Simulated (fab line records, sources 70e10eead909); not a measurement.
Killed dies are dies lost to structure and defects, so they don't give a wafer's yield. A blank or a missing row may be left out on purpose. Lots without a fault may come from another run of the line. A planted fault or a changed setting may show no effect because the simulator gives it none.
One fault seen from 3 desks | flow nand_harc | each desk has only its own numbers; what lay behind them comes last

THE DEFECT DESK
What the inspections along the route counted, lot by lot: means of the sampled wafers that have a number. A lot is out of limits, marked OUT, if its mean lies more than 4 standard deviations from the usual mean; the brackets give that distance.
Columns: A = raw_defect_count at NHARC_A_CONTACT_INSPECT_44, usual 78
lot  | first seen here | A
L403 | day 22 19:32    | 60
L409 | day 25 13:53    | 64
L417 | day 28 19:40    | 66
L418 | day 28 22:17    | 112
L422 | day 30 06:58    | 122
L421 | day 30 21:36    | 104
This desk's finding: nothing out of limits on any of the 6 lots.

THE METROLOGY DESK
What the gauges read, lot by lot, whatever tool the lot ran on: means of the sampled wafers that have a number. A lot is out of limits, marked OUT, if its mean lies more than 4 standard deviations from the usual mean; the brackets give that distance.
Columns: A = cd_nm at NHARC_A_CONTACT_CD_MEAS_42, usual 300.1 nm; B = overlay_x_nm at NHARC_A_CONTACT_OVL_MEAS_43, usual -0.1 nm; C = overlay_y_nm at NHARC_A_CONTACT_OVL_MEAS_43, usual 0.0 nm
lot  | first seen here | A     | B    | C
L403 | day 22 19:25    | 300.2 | 0.7  | -0.9
L409 | day 25 13:46    | 300.2 | 0.3  | -0.5
L417 | day 28 19:32    | 299.5 | -0.3 | 0.7
L418 | day 28 22:09    | 300.3 | 0.5  | 1.1
L422 | day 30 06:50    | 300.4 | -0.1 | -1.1
L421 | day 30 21:28    | 299.9 | -0.9 | -0.1
This desk's finding: nothing out of limits on any of the 6 lots.

THE TOOL OWNER'S DESK: rie_diel-07
The tool's own readings at NHARC_A_CONTACT_ETCH_49 (etches the open film in N2/H2, target depth 260 nm, time 475.3 s): means of the sampled wafers that have a number, for each lot that ran on this tool. A lot is out of limits, marked OUT, if its mean lies more than 4 standard deviations from the usual mean; the brackets give that distance.
Columns: A = drypump_motor_current_A at NHARC_A_CONTACT_ETCH_49, usual 5.8 A; B = oes_product_au at NHARC_A_CONTACT_ETCH_49, usual 0.998 a.u.; C = rf_fwd_power_W at NHARC_A_CONTACT_ETCH_49, usual 399.5 W; D = rf_vpp_V at NHARC_A_CONTACT_ETCH_49, usual 430.6 V; E = run_length_s at NHARC_A_CONTACT_ETCH_49, usual 496.7 s; F = showerhead_plenum_p_Torr at NHARC_A_CONTACT_ETCH_49, usual 2.04 Torr; G = throttle_valve_pct at NHARC_A_CONTACT_ETCH_49, usual 14.173 %
lot  | first seen here | A   | B     | C     | D     | E                       | F    | G
L403 | day 22 19:55    | 5.5 | 1.005 | 399.2 | 428.0 | 497.0                   | 1.96 | 14.183
L417 | day 28 19:54    | 5.6 | 0.998 | 399.1 | 432.6 | 418.0 (-99 or more) OUT | 2.10 | 14.174
L418 | day 28 22:31    | 5.8 | 0.995 | 400.8 | 433.1 | 418.1 (-99 or more) OUT | 2.11 | 14.169
This desk's finding: out of limits on L417, L418; first on L417, day 28 19:54 (run_length_s at NHARC_A_CONTACT_ETCH_49). In limits: L403.

PUT TOGETHER
The tool owner's desk could have raised an alarm at day 28 19:54, on L417, L418.
The defect desk saw nothing out of limits.
The metrology desk saw nothing out of limits.
The defect desk has L417, L418 on record, within its limits.
The metrology desk has L417, L418 on record, within its limits.
Of the lots named, all ran NHARC_A_CONTACT_ETCH_49 on rie_diel-07.

WHAT THE SIMULATOR HAD PUT IN
Process parameter drift: rie_diel-07, from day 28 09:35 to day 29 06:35, at NHARC_A_CONTACT_ETCH_49. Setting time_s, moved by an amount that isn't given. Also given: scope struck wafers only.
Lots struck among those shown: L417, L418.
Hours from the fault's start to each desk's first reading out of limits: the tool owner's desk, 10.
